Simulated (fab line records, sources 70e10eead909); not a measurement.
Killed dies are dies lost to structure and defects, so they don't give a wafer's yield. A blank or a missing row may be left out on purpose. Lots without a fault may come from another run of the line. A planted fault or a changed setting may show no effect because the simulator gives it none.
Chamber matching | flow nand_harc | NHARC_A_STAIRCASE_DEP_156 on pecvd-01: 3 sister chambers
The step deposits SiNx, target thk 50 nm. 3 wafers are shown with their chamber, then 8 later ones without.

WAFERS WITH THEIR CHAMBER
wafer  | chamber | heater_power_outer_w (W)
L081.6 | 0       | 465
L084.6 | 2       | 365
L083.3 | 1       | 439

WAFERS WITHOUT THEIR CHAMBER
wafer  | heater_power_outer_w (W)
L083.4 | 481
L083.6 | 448
L086.1 | 377
L086.3 | 499
L086.5 | 421
L090.1 | 422
L090.3 | 462
L090.6 | 419

WHICH CHAMBER EACH WENT THROUGH
wafer  | from the rows above          | in truth
L083.4 | can't be placed: 0 or 1      | 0
L083.6 | can't be placed: 1 or 0      | 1
L086.1 | 2                            | 2
L086.3 | can't be placed: 0 or 1      | 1
L086.5 | can't be placed: 1 or 0      | 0
L090.1 | can't be placed: 1 or 0      | 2
L090.3 | can't be placed: 0 or 1      | 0
L090.6 | can't be placed: 1 or 0 or 2 | 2
Placed correctly: 1 of 8. Can't be placed from these rows: 7 (the true chamber is among the candidates in 6). Placed wrongly: 0.
How it was worked out, from the rows above alone: a wafer's distance from a chamber is the root of the sum, over the readings, of the square of ((its reading less the chamber's mean) divided by the reading's scatter). The wafer belongs to the nearest chamber; if the next one is less than 2 further off, it can't be placed. A chamber's mean is the mean of its shown wafers. The scatter: with one shown wafer a chamber, the root of the mean of the squares of how far each hidden wafer lies from its nearest shown one.
